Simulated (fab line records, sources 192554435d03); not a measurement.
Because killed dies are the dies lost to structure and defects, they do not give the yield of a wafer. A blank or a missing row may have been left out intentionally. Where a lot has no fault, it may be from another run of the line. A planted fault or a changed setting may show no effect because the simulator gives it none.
Struck lot and sound lot, side by side || flow n5 finfet || 36 out of 1938 route steps
Sound: these wafers, L955.2, L955.5. Wafers L961.3, L961.4, L961.5 were the ones struck. The cause comes at the end.
For every step that has rows: the tool of each side, followed by ch and its chambers, followed by its first start. Under that, the readings that differ: sound wafers || struck wafers || difference of the means || sigmas: that difference in standard deviations of wafers without a fault.
alike: readings whose means differ by less than 2 such deviations, and words and numbers that are the same on both sides. not compared: withheld readings, readings that some wafer has no value for, bounds like >300 that may hide the same value, and numbers for which the record gives no deviation and whose values overlap.
Wherever a step has rows on one side only, a row that says differs or no value, or a row with sigmas, the two part there. Non-overlapping numbers with no deviation appear without sigmas and do not part them. A reading that every wafer of one side lacks parts them only if that side has two wafers or more.

first, 9 steps without rows for these wafers: N5_BEOL_M4_ANNEAL_95 (time 240 s); N5_BEOL_M4_SPUTTER_96 (material Cu, target thk 4.5 nm, time 8.29 s); N5_BEOL_M4_ECD_50 (material Cu, target thk 300 nm); N5_BEOL_M4_ANNEAL_51 (time 90 s); N5_BEOL_M4_CMP_52 (polishes, stops on SiOC, t overpolish 6.8 s, target thk 40 nm); N5_BEOL_M4_PRE_CLEAN_60 (time 15 s); N5_BEOL_M4_CO_CAP_55 (material Co, precursor CCTBA/H2, target thk 2 nm, time 102.1 s); N5_BEOL_M4_PRE_CLEAN_56 (time 15 s); N5_BEOL_M4_DEP_57 (deposits SiCN from 3MS/NH3, target thk 8 nm, time 14 s).
N5_BEOL_M4_RC_MEAS_101:
  sound on prober-02 ch 0, day 7 23:32; struck on prober-01 ch 0, day 9 13:31
  alike: DIBL_N, DIBL_P, IOFF_N, IOFF_P, ION_N, ION_P, SS_N, SS_P, VT_N, VT_P
then, 24 steps without rows for these wafers: N5_BEOL_M5_ILD_DEP_00 (deposits SiCOH lowk from DEMS/porogen, target thk 140.64 nm, time 25.9 s); N5_BEOL_M5_CURE_79 (cures SiCOH lowk, time 240 s); N5_BEOL_M5_PECVD_70 (deposits SiO2 from TEOS/O2, target thk 16 nm, time 18 s); N5_BEOL_M5_HM_DEP_02 (deposits TiN, target thk 20 nm); N5_BEOL_M5_COAT_59 (time 60 s, resist thk 60 nm); N5_BEOL_M5_COAT_60 (time 60 s, resist thk 12 nm); N5_BEOL_M5_COAT_71 (time 60 s, resist thk 5 nm); N5_BEOL_M5_COAT_05 (resist thk 30 nm); N5_BEOL_M5_EBR_07; N5_BEOL_M5_SOFTBAKE_06 (time 60 s); N5_BEOL_M5_EXPOSE_08 (exposes mask M5, target cd 28 nm); N5_BEOL_M5_PEB_09 (peb time 60 s); N5_BEOL_M5_DEVELOP_10 (develop time 30 s); N5_BEOL_M5_DESCUM_16 (chemistry O2, time 7 s); N5_BEOL_M5_ETCH_72 (etches underlayer in N2/H2, target depth 6.5 nm, time 5.2 s); N5_BEOL_M5_ETCH_61 (etches SiARC in CF4, target depth 15.6 nm, time 26 s); N5_BEOL_M5_ETCH_62 (etches SOC in N2/H2, target depth 75 nm, overetch 15 nm, time 112.5 s); N5_BEOL_M5_STRIP_63 (strips in N2/H2); N5_BEOL_M5_STRIP_73 (strips in N2/H2); N5_BEOL_M5_STRIP_64 (strips in CF4); N5_BEOL_M5_HM_OPEN_17 (chemistry Cl2/BCl3, target TiN, target depth 20 nm, overetch 6 nm); N5_BEOL_M5_STRIP_19 (strips in O2); N5_BEOL_M5_COAT_65 (time 60 s, resist thk 60 nm); N5_BEOL_M5_COAT_66 (time 60 s, resist thk 12 nm).
-- a jump in the record: the struck wafers' starts before and after are 4 days apart (it breaks off in module BEOL_M5 and resumes in module MIM_TOP, where the first step shown is number 1835 of the route) --
N5_MIM_TOP_ALD_01: deposits HfO2, target thk 5.6 nm, pulse time 1 s, purge time 3 s.
  sound on ald hk-03 ch 2,3, day 11 14:00; struck on ald hk-01 ch 1,3, day 13 03:00
  no value came back on the struck wafers for ald cycles, co reactant pulse time s (s), precursor pulse height rel; on the sound wafers ald cycles reads 62 62
N5_PASSIVATION_PROBE_49:
  sound on prober-02 at day 12 01:37; struck on prober-01 at day 13 17:46
{"reading": "defect limited yield (%)", "sound": "90.2 92.8", "struck": "4.3 4.6 5.3", "difference": -86.8, "sigmas": -51}
{"reading": "killed at front end", "sound": "31 15", "struck": "71 65 67", "difference": "+45", "sigmas": "+3"}
{"reading": "killed at other", "sound": "5 3", "struck": "984 992 958", "difference": "+974", "sigmas": "+99 or more"}
{"reading": "killed dies", "sound": "116 85", "struck": "1129 1126 1118", "difference": "+1024", "sigmas": "+51"}
{"reading": "killed on rim", "sound": "13 16", "struck": "152 126 151", "difference": "+128", "sigmas": "+32"}
{"reading": "killed short", "sound": "31 28", "struck": "52 44 55", "difference": "+21", "sigmas": "+2"}
{"reading": "sort_bin_5_function (%)", "sound": "5.8 4.9", "struck": "91.1 90.3 88.4", "difference": "+84.6", "sigmas": "+77"}
{"reading": "sort_bin_6_memory (%)", "sound": "3.6 2.2", "struck": "4.3 4.2 5.6", "difference": "+1.8", "sigmas": "+2"}
{"reading": "sort n pass", "sound": "1064 1095", "struck": "51 54 62", "difference": -1024, "sigmas": -49}
{"reading": "sort yield pct (%)", "sound": "90.2 92.8", "struck": "4.3 4.6 5.3", "difference": -86.8, "sigmas": -51}
  alike: killed_at_M0_to_M3, killed_at_M4_up, killed at contacts, killed open

WHERE THEY PART
Earliest at N5_MIM_TOP_ALD_01; latest, in this record, at N5_PASSIVATION_PROBE_49.

WHY: whatever the simulator had introduced
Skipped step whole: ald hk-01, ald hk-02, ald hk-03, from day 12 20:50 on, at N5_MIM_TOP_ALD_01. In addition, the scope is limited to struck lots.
